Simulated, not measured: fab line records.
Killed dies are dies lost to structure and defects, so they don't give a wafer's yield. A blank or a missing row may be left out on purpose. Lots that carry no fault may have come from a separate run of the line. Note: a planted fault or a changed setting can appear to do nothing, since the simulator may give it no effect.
Matching of chambers || flow nand harc || 4 sister chambers for NHARC_A_STAIRCASE_STRIP_476 on rie diel-13
The step strips in O2, time 20 s. 18 wafers are shown with their chamber, then 9 later ones without.

## WAFERS WITH THEIR CHAMBER
{"wafer": "L075.1", "chamber": 0, "showerhead plenum p Torr (Torr)": 3.61, "drypump motor current A (A)": 6.3, "rf vpp V (V)": 58.7}
{"wafer": "L075.2", "chamber": 2, "showerhead plenum p Torr (Torr)": 3.51, "drypump motor current A (A)": 6.5, "rf vpp V (V)": 57.4}
{"wafer": "L075.6", "chamber": 0, "showerhead plenum p Torr (Torr)": 3.61, "drypump motor current A (A)": 6.3, "rf vpp V (V)": 58.7}
{"wafer": "L076.3", "chamber": 1, "showerhead plenum p Torr (Torr)": 3.80, "drypump motor current A (A)": 6.4, "rf vpp V (V)": 58.3}
{"wafer": "L076.4", "chamber": 3, "showerhead plenum p Torr (Torr)": 3.30, "drypump motor current A (A)": 5.6, "rf vpp V (V)": 57.4}
{"wafer": "L076.5", "chamber": 2, "showerhead plenum p Torr (Torr)": 3.51, "drypump motor current A (A)": 6.5, "rf vpp V (V)": 57.0}
{"wafer": "L077.1", "chamber": 0, "showerhead plenum p Torr (Torr)": 3.61, "drypump motor current A (A)": 6.4, "rf vpp V (V)": 58.1}
{"wafer": "L077.2", "chamber": 3, "showerhead plenum p Torr (Torr)": 3.30, "drypump motor current A (A)": 5.6, "rf vpp V (V)": 57.8}
{"wafer": "L077.4", "chamber": 2, "showerhead plenum p Torr (Torr)": 3.51, "drypump motor current A (A)": 6.5, "rf vpp V (V)": 56.3}
{"wafer": "L078.2", "chamber": 1, "showerhead plenum p Torr (Torr)": 3.80, "drypump motor current A (A)": 6.5, "rf vpp V (V)": 58.7}
{"wafer": "L078.5", "chamber": 2, "showerhead plenum p Torr (Torr)": 3.51, "drypump motor current A (A)": 6.5, "rf vpp V (V)": 57.8}
{"wafer": "L078.6", "chamber": 3, "showerhead plenum p Torr (Torr)": 3.30, "drypump motor current A (A)": 5.6, "rf vpp V (V)": 56.3}
{"wafer": "L080.2", "chamber": 0, "showerhead plenum p Torr (Torr)": 3.61, "drypump motor current A (A)": 6.3, "rf vpp V (V)": 58.2}
{"wafer": "L080.4", "chamber": 2, "showerhead plenum p Torr (Torr)": 3.51, "drypump motor current A (A)": 6.5, "rf vpp V (V)": 58.0}
{"wafer": "L080.6", "chamber": 1, "showerhead plenum p Torr (Torr)": 3.80, "drypump motor current A (A)": 6.4, "rf vpp V (V)": 59.1}
{"wafer": "L082.1", "chamber": 1, "showerhead plenum p Torr (Torr)": 3.79, "drypump motor current A (A)": 6.5, "rf vpp V (V)": 59.0}
{"wafer": "L082.4", "chamber": 3, "showerhead plenum p Torr (Torr)": 3.29, "drypump motor current A (A)": 5.6, "rf vpp V (V)": 55.6}
{"wafer": "L082.5", "chamber": 3, "showerhead plenum p Torr (Torr)": 3.29, "drypump motor current A (A)": 5.6, "rf vpp V (V)": 56.4}

SIGNATURES, as means of the wafers listed above
{"reading": "showerhead plenum p Torr", "chamber 0": 3.6100, "chamber 1": 3.7975, "chamber 2": 3.5100, "chamber 3": 3.2960, "scatter within a chamber": 0.00373}
{"reading": "drypump motor current A", "chamber 0": 6.325, "chamber 1": 6.450, "chamber 2": 6.500, "chamber 3": 5.600, "scatter within a chamber": 0.0354}
{"reading": "rf vpp V", "chamber 0": 58.425, "chamber 1": 58.775, "chamber 2": 57.300, "chamber 3": 56.700, "scatter within a chamber": 0.638}
Rule: for each reading, subtract the chamber's mean from the wafer's reading, divide by that reading's scatter and square the result; add these up over the readings and take the root, which gives the wafer's distance from the chamber. If the next closest chamber is less than 2 further off than the closest, the wafer can't be placed; otherwise it belongs to the closest. The scatter: take each reading less its chamber's mean, square it, sum over the shown wafers, divide by the number of wafers less the number of chambers, and take the root.

## WAFERS WITH NO CHAMBER GIVEN
{"wafer": "L086.2", "showerhead plenum p Torr (Torr)": 3.59, "drypump motor current A (A)": 6.3, "rf vpp V (V)": 59.2}
{"wafer": "L086.4", "showerhead plenum p Torr (Torr)": 3.49, "drypump motor current A (A)": 6.5, "rf vpp V (V)": 58.0}
{"wafer": "L086.5", "showerhead plenum p Torr (Torr)": 3.49, "drypump motor current A (A)": 6.5, "rf vpp V (V)": 57.1}
{"wafer": "L097.2", "showerhead plenum p Torr (Torr)": 3.48, "drypump motor current A (A)": 6.5, "rf vpp V (V)": 56.5}
{"wafer": "L097.3", "showerhead plenum p Torr (Torr)": 3.79, "drypump motor current A (A)": 5.6, "rf vpp V (V)": 58.7}
{"wafer": "L097.4", "showerhead plenum p Torr (Torr)": 3.77, "drypump motor current A (A)": 6.5, "rf vpp V (V)": 56.8}
{"wafer": "L095.1", "showerhead plenum p Torr (Torr)": 3.77, "drypump motor current A (A)": 6.4, "rf vpp V (V)": 58.3}
{"wafer": "L095.4", "showerhead plenum p Torr (Torr)": 3.77, "drypump motor current A (A)": 6.4, "rf vpp V (V)": 57.6}
{"wafer": "L095.6", "showerhead plenum p Torr (Torr)": 3.79, "drypump motor current A (A)": 5.6, "rf vpp V (V)": 59.6}

## WHICH CHAMBER EACH ONE RAN IN
{"wafer": "L086.2", "from the rows above": 0, "in truth": 0}
{"wafer": "L086.4", "from the rows above": 2, "in truth": 2}
{"wafer": "L086.5", "from the rows above": 2, "in truth": 2}
{"wafer": "L097.2", "from the rows above": 2, "in truth": 2}
{"wafer": "L097.3", "from the rows above": 1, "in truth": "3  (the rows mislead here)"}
{"wafer": "L097.4", "from the rows above": 1, "in truth": 1}
{"wafer": "L095.1", "from the rows above": 1, "in truth": 1}
{"wafer": "L095.4", "from the rows above": 1, "in truth": 1}
{"wafer": "L095.6", "from the rows above": 1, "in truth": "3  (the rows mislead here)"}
Correct placement for 7 of the 9. Number that these rows cannot place: 0. Placed wrongly: 2.
